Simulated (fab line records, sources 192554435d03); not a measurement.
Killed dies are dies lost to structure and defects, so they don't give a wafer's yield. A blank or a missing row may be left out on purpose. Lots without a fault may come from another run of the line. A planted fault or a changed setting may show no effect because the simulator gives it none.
Problem report in the 8D (eight disciplines) form, filled by code | flow n5_finfet | the parts of the form that need people (team, actions taken, sign-off) are left out

1. THE PROBLEM
spin_speed_rpm at N5_BEOL_M7_COAT_05 reads a mean of 1379.8 rpm on 6 wafers of 2 lots; wafers without a fault read 1499.9 rpm with a standard deviation of 0.89. That is -99 or more standard deviations from the usual mean.
The step: resist thk 90 nm.
First seen on wafer L996.1, day 10 01:40, on litho_track-02. The record holds 33 wafers of 12 lots with a number at this step. Rule for "out", or "out of limits": more than 4 standard deviations from the usual mean. The other wafers with a number count as sound.

2. WHAT IT IS AND WHAT IT IS NOT
question                    | is                     | is not
which readings at this step | spin_speed_rpm         | -
which lots                  | L996, L997             | L107, L109, L111, L112, L113, L114, L991, L992, L993, L994
which wafers of those lots  | all that have a number | -
read on which tools         | litho_track-02         | litho_track-03, litho_track-04
when                        | from day 10 01:40      | up to then (9 sound wafers); but 18 sound wafers of L107, L109, L111, L112, L113, L114 came after

3. SUSPECTS, AND WHAT RULES EACH OUT
Counting: a tool at a process step up to the reading stays a suspect if it ran every lot that is out and no sound lot after the first of them.
- litho_track-02 at N5_BEOL_M7_COAT_05 (resist thk 90 nm): ruled out as a lasting fault. Sound lots L111, L113 ran on it after its first lot that is out, L996 (day 10 01:40).
Left after counting: nothing in the record.

4. THE CAUSE (what the simulator had put in)
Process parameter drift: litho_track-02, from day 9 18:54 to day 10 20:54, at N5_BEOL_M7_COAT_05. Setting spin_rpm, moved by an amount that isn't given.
Counting ruled it out, wrongly.

5. THE CHAIN OF EFFECTS, in route order
Each row: a reading whose mean over the struck wafers that have a number lies more than 3 standard deviations from the usual. Only readings for which the record gives a usual standard deviation are gone through. hours: the time from each lot's start at the first step in this table that gives one to its start at this step, as a median over the lots. sigmas: the change in usual standard deviations.
hours | step               | reading        | usual      | on struck wafers | change | sigmas
0     | N5_BEOL_M7_COAT_05 | spin_speed_rpm | 1499.9 rpm | 1379.8           | -120.1 | -99 or more
The process steps in it:
- N5_BEOL_M7_COAT_05: resist thk 90 nm.
Later measuring or inspecting steps at which every struck wafer that the step has a row for has a number for every such reading, and none has moved that far: N5_BEOL_M7_CD_MEAS_11.

6. WHAT WOULD HAVE CAUGHT IT SOONER
In this record the first reading out of limits was taken at day 10 01:40, 7 hours after the fault began at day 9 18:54.
